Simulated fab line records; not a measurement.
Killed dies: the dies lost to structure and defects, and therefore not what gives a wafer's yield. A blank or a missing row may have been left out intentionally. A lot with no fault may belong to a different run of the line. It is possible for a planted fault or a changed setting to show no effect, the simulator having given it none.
fab line records + flow nandHarc
record:
- lots: 7
- wafers: 21
- lastDay: 24
route steps=1159 shown A_WL_FILL@816 END@1159
lots that met no fault: taken from a fault-free run of the same line
startH: start of the lot's first displayed wafer, in hours after the record's first day + waitH: hours elapsed since this lot's preceding step + " repeats the value in the row above + L1.1+2: a row that stands for several wafers + - either no value or no given start + * or withheld: withheld + < > ~ a bound
route shown NAME@n: a module of which the file shows steps, and the number in the route of the first + usual: mean and standard deviation over wafers with no fault + same: alike in all rows + chamber/n: place in a boat + sites: each site's reading + _std_site: the standard deviation of these + _edge_site: the outer-site mean with the inner-site mean subtracted + radiusMm: for every site, how far away it sits from the centre of the wafer + mask NAME#n: copy n + behind: tool/chamber where the wafer was last shaped + hold: why the lot went on hold/how many hours it stayed there/how the hold came to an end + device: transistor that didn't switch, given as n, p or np + end of line: the tests these same wafers got at the end of their route + where a step has no rows: the recipe by itself + killed: the dies lost at the first sort to structure and to defects; this is not the yield of the wafer + map: shows each die of a wafer: x if killed, . if not, _ if none is there
set.NAME: the setting as run; set.NAME@STEP: as run at that earlier step + model.NAME: the simulator's own value behind a step, which no gauge read
lots at some steps of the route; a table a step, a row a wafer
services: when a tool's chamber went out of use (startH, in hours from the record's first day, below 0 if earlier), for how many hours, and the reason
== steps ==
step: NHARC_A_WL_FILL_STRIP_27
recipe:
- powerW: 1500
- tempC: 250
- timeS: 20
- chemistry: N2/H2
usual:
- drypumpMotorCurrentA: 6.17/0.2
- heaterPowerW: 329/19
| lot.wafer | tool           | chamber | startH | waitH | drypumpMotorCurrentA | heaterPowerW | rfHoursCounterH |
|-----------|----------------|---------|--------|-------|----------------------|--------------|-----------------|
| L377.2    | plasmaAsher-01 | 1       | 339.05 | 0.1   | 5.97                 | 316          | 31              |
| L377.1    | "              | 0       | "      | "     | 6.36                 | 337          | 31              |
| L377.6    | "              | 0       | "      | "     | 6.38                 | 338          | -               |
| L378.4    | plasmaAsher-01 | 0       | 350.27 | 0.2   | 6.36                 | 332          | -               |
| L378.3    | "              | 1       | "      | "     | 5.95                 | 311          | -               |
| L378.6    | "              | 0       | "      | "     | 6.34                 | 338          | -               |
| L380.4    | plasmaAsher-01 | 1       | 376.81 | 0.2   | 5.98                 | 322          | -               |
| L380.6    | "              | 1       | "      | "     | 5.94                 | 323          | -               |
| L380.5    | "              | 0       | "      | "     | 6.36                 | 344          | -               |
| L389.3    | plasmaAsher-02 | 0       | 420.52 | 0.5   | 6.42                 | 305          | -               |
| L389.6    | "              | 0       | "      | "     | 6.42                 | 299          | -               |
| L389.5    | "              | 1       | "      | "     | 5.98                 | 353          | -               |
| L390.2    | plasmaAsher-01 | 0       | 426.70 | 0.3   | 6.35                 | 338          | 62              |
| L390.3    | "              | 0       | "      | "     | 6.35                 | 336          | -               |
| L390.5    | "              | 1       | "      | "     | 5.99                 | 320          | -               |
| L393.1    | plasmaAsher-02 | 0       | 451.37 | 0.1   | 6.41                 | 304          | 28              |
| L393.4    | "              | 0       | "      | "     | 6.41                 | 308          | -               |
| L393.6    | "              | 0       | "      | "     | 6.37                 | 303          | -               |
| L398.1    | plasmaAsher-02 | 1       | 470.45 | 0.1   | 5.97                 | 354          | 38              |
| L398.6    | "              | 1       | "      | "     | 5.97                 | 349          | -               |
| L398.5    | "              | 0       | "      | "     | 6.36                 | 307          | -               |
step: NHARC_A_WL_FILL_STRIP_28
recipe:
- timeS: 1200
- tempC: 72.5
- chemistry: postEtchResidueRemover
step: NHARC_A_WL_FILL_PRECLEAN_06
recipe:
- timeS: 300
- chemistry: DIW
step: NHARC_A_WL_FILL_SRD_07
step: NHARC_A_WL_FILL_ANNEAL_08
recipe:
- tempC: 450
- timeS: 1800
step: NHARC_A_WL_FILL_ALD_10
recipe:
- targetThkA: 500
- pulseTimeS: 10
- aldCycles: 500
- tempC: 300
- material: SiO2
usual:
- heaterPowerW: 480/67
- precursorPulseHeightRel: 1.000/0.022
same:
- aldCycles: 500
| lot.wafer | tool     | chamber | startH | waitH | heaterPowerW | precursorPulseHeightRel |
|-----------|----------|---------|--------|-------|--------------|-------------------------|
| L377.1    | aldHk-01 | 1       | 344.23 | 0.6   | 496          | 0.979                   |
| L377.2    | "        | 3       | 345.25 | 1.6   | 431          | 0.987                   |
| L377.6    | "        | 1       | 346.28 | 2.6   | 482          | 0.979                   |
| L378.3    | aldHk-03 | 1       | 354.06 | 0.6   | 634          | 1.014                   |
| L378.4    | "        | 3       | 355.07 | 1.6   | 417          | 1.005                   |
| L378.6    | "        | 1       | 356.07 | 2.6   | 621          | 1.013                   |
| L380.4    | aldHk-02 | 2       | 383.77 | 0.6   | 505          | 1.030                   |
| L380.5    | "        | 1       | 385.33 | 2.1   | 464          | 0.988                   |
| L380.6    | "        | 2       | "      | "     | 505          | 0.970                   |
| L389.3    | aldHk-01 | 2       | 425.71 | 0.1   | 438          | 1.021                   |
| L389.5    | "        | 2       | 427.76 | 2.1   | 448          | 1.027                   |
| L389.6    | "        | 3       | "      | "     | 444          | 1.026                   |
| L390.2    | aldHk-03 | 3       | 431.44 | 0.6   | 430          | 1.022                   |
| L390.3    | "        | 1       | 432.48 | 1.6   | 642          | 1.022                   |
| L390.5    | "        | 3       | 433.52 | 2.6   | 420          | 1.026                   |
| L393.4    | aldHk-03 | 2       | 457.64 | 1.1   | 458          | 0.986                   |
| L393.1    | "        | 3       | "      | "     | 420          | 0.993                   |
| L393.6    | "        | 0       | "      | "     | 501          | 1.001                   |
| L398.1    | aldHk-03 | 1       | 478.64 | 1.6   | 630          | 0.996                   |
| L398.6    | "        | 2       | "      | "     | 465          | 0.991                   |
| L398.5    | "        | 3       | "      | "     | 415          | 1.030                   |
step: NHARC_A_WL_FILL_ETCHBACK_16
recipe:
- targetDepthA: 880
- timeS: 17.6
- c4f8FlowSccm: withheld
- o2FlowSccm: 8
- arFlowSccm: withheld
- rfW: 600
- biasW: 800
- chemistry: C4F8/O2/Ar
step: NHARC_A_WL_FILL_STRIP_29
recipe:
- timeS: 20
- o2FlowSccm: 500
- arFlowSccm: 0
- biasW: 0
- chemistry: O2
usual:
- drypumpMotorCurrentA: 5.51/0.29
- oesProductAu: 0.997/0.0062
- rfVppV: 57.8/0.97
- showerheadPlenumPTorr: 3.46/0.15
- throttleValvePct: 17.036/0.0089
| lot.wafer | tool       | chamber | startH | waitH | drypumpMotorCurrentA | oesProductAu | rfHoursCounterH | rfVppV | showerheadPlenumPTorr | throttleValvePct |
|-----------|------------|---------|--------|-------|----------------------|--------------|-----------------|--------|-----------------------|------------------|
| L377.2    | rieDiel-10 | 3       | 348.44 | 0.1   | 5.71                 | 0.995        | 5.7             | 58.6   | 3.37                  | 17.042           |
| L377.1    | "          | 1       | "      | "     | 6.00                 | 0.993        | 6.3             | 57.3   | 3.55                  | 17.038           |
| L377.6    | "          | 3       | "      | "     | 5.71                 | 0.999        | -               | 57.5   | 3.37                  | 17.034           |
| L378.3    | rieDiel-03 | 2       | 358.28 | 0.2   | 5.37                 | 0.998        | 7.7             | 56.7   | 3.30                  | 17.034           |
| L378.4    | "          | 1       | "      | "     | 5.74                 | 0.995        | -               | 57.8   | 3.30                  | 17.046           |
| L378.6    | "          | 2       | "      | "     | 5.36                 | 0.995        | -               | 58.3   | 3.30                  | 17.041           |
| L380.5    | rieDiel-10 | 0       | 388.04 | 0.0   | 5.86                 | 1.009        | -               | 60.4   | 3.79                  | 17.026           |
| L380.6    | "          | 2       | "      | "     | 5.17                 | 0.992        | -               | 59.0   | 3.32                  | 17.029           |
| L380.4    | "          | 3       | "      | "     | 5.71                 | 1.006        | -               | 59.4   | 3.37                  | 17.037           |
| L389.3    | rieDiel-10 | 0       | 430.47 | 0.1   | 5.88                 | 1.004        | 2.2             | 59.0   | 3.79                  | 17.031           |
| L389.5    | "          | 1       | "      | "     | 5.98                 | 1.000        | -               | 57.3   | 3.55                  | 17.044           |
| L389.6    | "          | 2       | "      | "     | 5.17                 | 0.999        | -               | 55.5   | 3.31                  | 17.042           |
| L390.3    | rieDiel-13 | 0       | 435.71 | 0.1   | 5.65                 | 0.988        | 3.7             | 57.6   | 3.43                  | 17.024           |
| L390.2    | "          | 2       | "      | "     | 5.18                 | 0.992        | 3.8             | 57.8   | 3.35                  | 17.037           |
| L390.5    | "          | 2       | "      | "     | 5.17                 | 1.003        | -               | 57.6   | 3.35                  | 17.040           |
| L393.1    | rieDiel-10 | 0       | 461.36 | 0.1   | 5.88                 | 1.002        | 3.9             | 58.5   | 3.79                  | 17.050           |
| L393.6    | "          | 1       | "      | "     | 5.99                 | 1.006        | -               | 58.2   | 3.55                  | 17.035           |
| L393.4    | "          | 0       | "      | "     | 5.85                 | 1.009        | -               | 59.5   | 3.79                  | 17.042           |
| L398.1    | rieDiel-13 | 1       | 481.83 | 0.1   | 5.44                 | 0.995        | 0.4             | 58.7   | 3.56                  | 17.032           |
| L398.6    | "          | 0       | "      | "     | 5.66                 | 0.994        | -               | 58.0   | 3.43                  | 17.031           |
| L398.5    | "          | 1       | "      | "     | 5.44                 | 1.008        | -               | 57.7   | 3.56                  | 17.036           |
step: NHARC_A_WL_FILL_ETCHBACK_17
recipe:
- targetDepthA: 40
- timeS: 26.7
- chemistry: Cl2/BCl3
usual:
- drypumpMotorCurrentA: 5.5/0.37
- oesProductAu: 0.999/0.0061
| lot.wafer | tool        | chamber | startH | waitH | drypumpMotorCurrentA | oesProductAu | rfHoursCounterH |
|-----------|-------------|---------|--------|-------|----------------------|--------------|-----------------|
| L377.1    | rieMetal-03 | 1       | 348.53 | -     | 5.3                  | 1.005        | 1.6             |
| L377.2    | "           | 0       | "      | "     | 5.4                  | 0.992        | 1.6             |
| L377.6    | "           | 0       | "      | "     | 5.4                  | 0.988        | -               |
| L378.4    | rieMetal-01 | 1       | 358.41 | -     | 5.8                  | 1.004        | -               |
| L378.3    | "           | 0       | "      | "     | 5.2                  | 0.995        | -               |
| L378.6    | "           | 0       | "      | "     | 5.2                  | 0.988        | -               |
| L380.4    | rieMetal-01 | 0       | 388.23 | -     | 5.2                  | 1.007        | -               |
| L380.6    | "           | 0       | "      | "     | 5.2                  | 0.998        | -               |
| L380.5    | "           | 1       | "      | "     | 5.8                  | 1.003        | -               |
| L389.3    | rieMetal-02 | 0       | 430.58 | -     | 4.9                  | 1.006        | -               |
| L389.6    | "           | 0       | "      | "     | 4.9                  | 1.004        | -               |
| L389.5    | "           | 1       | "      | "     | 6.1                  | 1.006        | -               |
| L390.2    | rieMetal-01 | 1       | 435.80 | -     | 5.7                  | 0.999        | 1.9             |
| L390.3    | "           | 1       | "      | "     | 5.7                  | 0.990        | -               |
| L390.5    | "           | 1       | "      | "     | 5.7                  | 1.008        | -               |
| L393.1    | rieMetal-01 | 1       | 461.45 | -     | 5.8                  | 0.996        | 2.9             |
| L393.4    | "           | 0       | "      | "     | 5.2                  | 0.997        | -               |
| L393.6    | "           | 1       | "      | "     | 5.8                  | 0.999        | -               |
| L398.1    | rieMetal-02 | 0       | 481.93 | -     | 4.9                  | 0.996        | 2.5             |
| L398.6    | "           | 1       | "      | "     | 6.1                  | 1.003        | -               |
| L398.5    | "           | 0       | "      | "     | 4.9                  | 1.001        | -               |
step: NHARC_A_WL_FILL_PRECLEAN_18
recipe:
- timeS: 30
- chemistry: dHF
step: NHARC_A_WL_FILL_SRD_21
step: NHARC_A_WL_FILL_CVD_23
recipe:
- targetThkA: 400
- tempC: 620
- pressureMtorr: 200
- timeS: 800
- material: poly-Si
usual:
- spikeTcBottomC: 640.6/1.9
| lot.wafer | tool         | chamber | startH | waitH | spikeTcBottomC |
|-----------|--------------|---------|--------|-------|----------------|
| L377.1    | lpcvdPoly-04 | 0       | 381.18 | 32.4  | 639.6          |
| L377.2    | "            | 0       | "      | "     | 639.9          |
| L377.6    | "            | 0       | "      | "     | 639.5          |
| L378.3    | lpcvdPoly-02 | 0       | 390.84 | 32.2  | 636.5          |
| L378.4    | "            | 0       | "      | "     | 637.4          |
| L378.6    | "            | 0       | "      | "     | 639.7          |
| L380.4    | lpcvdPoly-01 | 0       | 420.88 | 32.5  | 643.4          |
| L380.5    | "            | 0       | "      | "     | 644.5          |
| L380.6    | "            | 0       | "      | "     | 641.8          |
| L389.3    | lpcvdPoly-02 | 0       | 433.02 | 2.2   | 639.8          |
| L389.5    | "            | 0       | "      | "     | 640.2          |
| L389.6    | "            | 0       | "      | "     | 636.5          |
| L390.2    | lpcvdPoly-01 | 0       | 438.62 | 2.6   | 640.7          |
| L390.3    | "            | 0       | "      | "     | 640.5          |
| L390.5    | "            | 0       | "      | "     | 642.1          |
| L393.1    | lpcvdPoly-01 | 0       | 464.27 | 2.6   | 641.5          |
| L393.4    | "            | 0       | "      | "     | 642.3          |
| L393.6    | "            | 0       | "      | "     | 641.6          |
| L398.1    | lpcvdPoly-01 | 0       | 484.73 | 2.6   | 641.8          |
| L398.5    | "            | 0       | "      | "     | 642.0          |
| L398.6    | "            | 0       | "      | "     | 640.5          |
step: NHARC_A_WL_FILL_ETCHBACK_26
recipe:
- targetDepthA: 520
- timeS: 13.3
- hbrFlowSccm: 150
- rfW: 350
- icpW: 350
- biasW: 60
- chemistry: HBr
usual:
- drypumpMotorCurrentA: 5.6/0.4
- oesProductAu: 1.002/0.0079
- throttleValvePct: 23.266/0.0097
| lot.wafer | tool     | chamber | startH | waitH | drypumpMotorCurrentA | oesProductAu | rfHoursCounterH | throttleValvePct |
|-----------|----------|---------|--------|-------|----------------------|--------------|-----------------|------------------|
| L377.2    | rieSi-04 | 2       | 383.76 | 0.4   | 4.9                  | 0.994        | 0.6             | 23.257           |
| L377.1    | "        | 0       | "      | "     | 5.2                  | 1.018        | 0.5             | 23.257           |
| L377.6    | "        | 1       | "      | "     | 6.1                  | 0.997        | -               | 23.256           |
| L378.3    | rieSi-05 | 0       | 393.43 | 0.4   | 5.4                  | 0.995        | 0.8             | 23.249           |
| L378.4    | "        | 1       | "      | "     | 6.1                  | 0.993        | 0.8             | 23.266           |
| L378.6    | "        | 2       | "      | "     | 5.8                  | 0.997        | -               | 23.268           |
| L380.4    | rieSi-01 | 2       | 423.42 | 0.4   | 5.2                  | 1.006        | 0.7             | 23.274           |
| L380.6    | "        | 2       | "      | "     | 5.2                  | 1.007        | -               | 23.261           |
| L380.5    | "        | 3       | "      | "     | 6.2                  | 1.013        | -               | 23.272           |
| L389.3    | rieSi-01 | 1       | 435.59 | 0.4   | 5.5                  | 0.998        | 0.9             | 23.279           |
| L389.6    | "        | 3       | "      | "     | 6.2                  | 1.000        | -               | 23.262           |
| L389.5    | "        | 0       | "      | "     | 5.5                  | 1.007        | -               | 23.265           |
| L390.3    | rieSi-01 | 1       | 441.20 | 0.4   | 5.5                  | 1.008        | 0.9             | 23.272           |
| L390.2    | "        | 2       | "      | "     | 5.2                  | 1.010        | 1.0             | 23.273           |
| L390.5    | "        | 2       | "      | "     | 5.2                  | 1.009        | -               | 23.264           |
| L393.1    | rieSi-04 | 1       | 466.85 | 0.4   | 6.2                  | 0.997        | 0               | 23.237           |
| L393.4    | "        | 3       | "      | "     | 5.1                  | 0.997        | 0               | 23.255           |
| L393.6    | "        | 1       | "      | "     | 6.2                  | 0.998        | -               | 23.259           |
| L398.1    | rieSi-05 | 0       | 487.30 | 0.4   | 5.4                  | 1.010        | 0.6             | 23.263           |
| L398.5    | "        | 3       | "      | "     | 5.9                  | 0.993        | -               | 23.267           |
| L398.6    | "        | 0       | "      | "     | 5.4                  | 1.004        | -               | 23.266           |
step: NHARC_END_SORT_01
recipe:
- tempC: 25
usual:
- killedAtArray: 29/11
- killedAtOther: 0.6/0.89
- killedAtPeriphery: 3.8/2.8
- killedDies: 33/12
- killedOpen: 3.5/1.9
- killedShort: 1.9/1.3
same:
- grossDies: 677
| lot.wafer | tool      | chamber | startH | waitH | killedAtArray | killedAtOther | killedAtPeriphery | killedDies | killedOpen | killedShort |
|-----------|-----------|---------|--------|-------|---------------|---------------|-------------------|------------|------------|-------------|
| L378.3    | prober-02 | 0       | 478.71 | 3.1   | 24            | 0             | 2                 | 26         | 0          | 1           |
| L378.4    | prober-02 | 0       | 479.52 | 3.4   | 20            | 0             | 0                 | 20         | 3          | 2           |
| L378.6    | prober-02 | 0       | 481.15 | 4.1   | 24            | 1             | 1                 | 26         | 2          | 4           |
| L377.1    | prober-01 | 0       | 484.84 | 2.5   | 41            | 0             | 4                 | 45         | 4          | 0           |
| L377.6    | prober-01 | 0       | 488.83 | 4.0   | 41            | 0             | 9                 | 50         | 8          | 3           |
| L380.4    | prober-02 | 0       | 505.84 | 3.4   | 13            | 0             | 2                 | 15         | 4          | 2           |
| L380.5    | prober-02 | 0       | 506.65 | 3.7   | 20            | 0             | 1                 | 21         | 4          | 1           |
| L380.6    | prober-02 | 0       | 507.46 | 4.1   | 14            | 0             | 3                 | 17         | 4          | 3           |
| L390.2    | prober-01 | 0       | 533.69 | 2.8   | 23            | 1             | 3                 | 27         | 3          | 3           |
| L390.3    | prober-01 | 0       | 534.49 | 3.1   | 29            | 0             | 6                 | 35         | 5          | 4           |
| L390.5    | prober-01 | 0       | 536.09 | 3.7   | 19            | 0             | 3                 | 22         | 2          | 3           |
killed by level:class
L378.3 A_SLIT:chamberFilmFlake=10 A_CHANNEL_HOLE_D1:chamberFilmFlake=5 A_STAIRCASE:chamberFilmFlake=3 P_ZERO_WELL:chamberFilmFlake=2 A_M1:chamberFilmFlake=2 A_CONTACT:geometricParticle:short=1 A_CHANNEL_FILL_D1:chamberFilmFlake=1 A_WL_FILL:chamberFilmFlake=1
L378.4 A_SLIT:chamberFilmFlake=6 A_CONTACT:chamberFilmFlake=4 A_ONON_D1:geometricParticle:short=2 A_CHANNEL_HOLE_D1:chamberFilmFlake=2 A_CONTACT:geometricParticle:open=1 A_BLC:geometricParticle:open=1 A_M0:geometricParticle:open=1 A_STAIRCASE:chamberFilmFlake=1
L378.6 A_SLIT:chamberFilmFlake=12 A_CONTACT:chamberFilmFlake=3 A_STAIRCASE:chamberFilmFlake=2 P_CONTACT:geometricParticle:short=1 A_ONON_D1:geometricParticle:short=1 A_CHANNEL_FILL_D1:geometricParticle:open=1 A_WL_FILL:geometricParticle:short=1 A_CONTACT:geometricParticle:short=1
L377.1 A_CHANNEL_HOLE_D1:chamberFilmFlake=16 A_SLIT:chamberFilmFlake=13 A_CONTACT:chamberFilmFlake=3 A_M1:chamberFilmFlake=3 P_M1:chamberFilmFlake=2 A_CHANNEL_FILL_D1:chamberFilmFlake=2 A_STAIRCASE:chamberFilmFlake=2 P_GATE:geometricParticle:open=1
L377.6 A_CHANNEL_HOLE_D1:chamberFilmFlake=14 A_SLIT:chamberFilmFlake=12 A_CONTACT:chamberFilmFlake=5 P_M0:geometricParticle:open=2 P_GATE:chamberFilmFlake=2 P_BONDPAD:chamberFilmFlake=2 A_M1:chamberFilmFlake=2 P_GATE:geometricParticle:open=1
L380.4 A_CHANNEL_HOLE_D1:chamberFilmFlake=4 A_CONTACT:chamberFilmFlake=2 P_GATE:geometricParticle:short=1 P_M2:geometricParticle:open=1 A_ONON_D1:geometricParticle:open=1 A_WL_FILL:geometricParticle:short=1 A_CONTACT:geometricParticle:open=1 A_BLC:geometricParticle:open=1
L380.5 A_STAIRCASE:chamberFilmFlake=7 A_CHANNEL_HOLE_D1:chamberFilmFlake=5 A_M0:chamberFilmFlake=3 A_CHANNEL_FILL_D1:geometricParticle:open=2 A_CONTACT:geometricParticle:short=1 A_CONTACT:geometricParticle:open=1 A_M1:geometricParticle:open=1 P_CONTACT:chamberFilmFlake=1
L380.6 A_CHANNEL_HOLE_D1:chamberFilmFlake=4 A_M0:chamberFilmFlake=2 P_GATE:geometricParticle:open=1 P_CONTACT:geometricParticle:short=1 P_CONTACT:geometricParticle:open=1 A_SOURCE_PLATE:geometricParticle:short=1 A_ONON_D1:geometricParticle:short=1 A_CHANNEL_FILL_D1:geometricParticle:open=1
L390.2 A_SLIT:chamberFilmFlake=9 A_CONTACT:chamberFilmFlake=5 A_CHANNEL_HOLE_D1:chamberFilmFlake=3 A_STAIRCASE:chamberFilmFlake=3 P_GATE:geometricParticle:open=1 P_CONTACT:geometricParticle:short=1 A_SGD_CUT:geometricParticle:open=1 A_WL_FILL:geometricParticle:short=1
L390.3 A_SLIT:chamberFilmFlake=10 A_CONTACT:chamberFilmFlake=7 A_CHANNEL_HOLE_D1:chamberFilmFlake=4 A_STAIRCASE:chamberFilmFlake=4 P_CONTACT:geometricParticle:short=2 P_CONTACT:geometricParticle:open=2 P_M1:geometricParticle:open=1 A_ONON_D1:geometricParticle:short=1
L390.5 A_SLIT:chamberFilmFlake=10 A_CHANNEL_HOLE_D1:chamberFilmFlake=3 A_STAIRCASE:chamberFilmFlake=2 P_CONTACT:geometricParticle:open=1 P_M1:geometricParticle:open=1 A_ONON_D1:geometricParticle:short=1 A_WL_FILL:geometricParticle:short=1 A_M0:geometricParticle:short=1
== services ==
| tool           | chamber | startH | hours | kind   |
|----------------|---------|--------|-------|--------|
| rieSi-04       | 0       | 317.21 | 1.3   | repair |
| rieMetal-01    | -       | 332.00 | 9.0   | pm     |
| rieSi-01       | -       | 333.32 | 0.2   | repair |
| rieDiel-10     | -       | 335.14 | 0.5   | repair |
| rieDiel-13     | -       | 342.41 | 0.1   | repair |
| rieDiel-10     | -       | 353.50 | 9.0   | pm     |
| plasmaAsher-02 | -       | 360.11 | 9.0   | pm     |
| rieSi-05       | 0       | 360.57 | 1.2   | repair |
| rieSi-05       | -       | 366.03 | 0.6   | repair |
| plasmaAsher-01 | -       | 374.16 | 0.9   | repair |
| rieDiel-10     | 1       | 375.23 | 13.7  | repair |
| rieDiel-10     | -       | 378.83 | 0.3   | repair |
| rieMetal-02    | -       | 388.00 | 9.0   | pm     |
| rieDiel-13     | 3       | 396.94 | 2.5   | repair |
| aldHk-01       | -       | 410.37 | 10.0  | pm     |
| rieSi-05       | -       | 416.00 | 9.0   | pm     |
| plasmaAsher-01 | -       | 417.68 | 3.2   | repair |
| rieDiel-13     | 1       | 424.98 | 12.3  | repair |
| rieDiel-10     | 3       | 452.11 | 11.2  | repair |
| rieDiel-13     | -       | 453.00 | 9.0   | pm     |
| rieSi-04       | -       | 453.00 | 9.0   | pm     |
| plasmaAsher-01 | -       | 453.38 | 9.0   | pm     |
| rieSi-01       | -       | 481.00 | 9.0   | pm     |
| rieDiel-10     | -       | 481.85 | 0.1   | repair |
== key ==
firstSign:
- step: NHARC_A_WL_FILL_CVD_23
- reading: waitH
- direction: changed
effect none on later readings
metAt NHARC_A_WL_FILL_CVD_23
struckWafers L377.1,L377.2,L377.6,L378.3,L378.4,L378.6,L380.4,L380.5,L380.6
rowsEnd L377.2
testerLeftOut L377,L378,L380
fault:
- kind: queueTimeViolation
- tool: lpcvdPoly-01,lpcvdPoly-02,lpcvdPoly-04
- chamber: 0
- onsetH: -
- steps: NHARC_A_WL_FILL_CVD_23
- delayHr: 30
- scope: struckLotsOnly
testerLeftOut: of these lots the tester's yield and bins aren't shown, on N5 and GAA mostly nor the transistor test; their killed dies are dies lost to structure and defects alone, not to doping, threshold or leakage, so they don't give the yield
rowsEnd: these wafers met a further fault down the route, and their rows from its step on are left out
